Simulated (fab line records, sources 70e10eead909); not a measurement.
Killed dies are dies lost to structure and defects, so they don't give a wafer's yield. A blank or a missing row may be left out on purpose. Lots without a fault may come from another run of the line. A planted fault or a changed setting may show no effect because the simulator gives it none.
Chamber matching | flow nand_harc | NHARC_A_WL_FILL_CMP_12 on cmp-01: 4 sister chambers
The step polishes, t overpolish 30 s, target thk 100 nm. 8 wafers are shown with their chamber, then 7 later ones without.

WAFERS WITH THEIR CHAMBER
wafer  | chamber | motor_current_A (A) | overpolish_run_s (s)
L110.4 | 1       | 11.6                | 30.004
L115.3 | 2       | 11.4                | 29.983
L115.4 | 1       | 11.4                | 30.006
L114.2 | 3       | 12.3                | 30.009
L118.1 | 3       | 12.7                | 30.005
L118.6 | 0       | 11.1                | 30.026
L121.1 | 2       | 11.5                | 30.003
L121.4 | 0       | 12.0                | 30.012

WAFERS WITHOUT THEIR CHAMBER
wafer  | motor_current_A (A) | overpolish_run_s (s)
L121.5 | 11.5                | 29.992
L122.1 | 11.8                | 30.010
L122.4 | 12.3                | 29.990
L122.6 | 11.0                | 30.002
L128.2 | 12.0                | 29.993
L128.5 | 12.2                | 30.000
L128.6 | 11.4                | 29.986

WHICH CHAMBER EACH WENT THROUGH
wafer  | from the rows above               | in truth
L121.5 | can't be placed: 2 or 1           | 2
L122.1 | can't be placed: 1 or 0 or 3 or 2 | 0
L122.4 | can't be placed: 3 or 2 or 1 or 0 | 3
L122.6 | can't be placed: 1 or 2 or 0      | 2
L128.2 | can't be placed: 2 or 1 or 3 or 0 | 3
L128.5 | can't be placed: 3 or 1 or 2 or 0 | 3
L128.6 | can't be placed: 2 or 1           | 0
Placed correctly: 0 of 7. Can't be placed from these rows: 7 (the true chamber is among the candidates in 6). Placed wrongly: 0.
How it was worked out, from the rows above alone: a wafer's distance from a chamber is the root of the sum, over the readings, of the square of ((its reading less the chamber's mean) divided by the reading's scatter). The wafer belongs to the nearest chamber; if the next one is less than 2 further off, it can't be placed. A chamber's mean is the mean of its shown wafers. The scatter: the root of (the sum of the squares of (reading less its chamber's mean) over the shown wafers, divided by (wafers less chambers)).
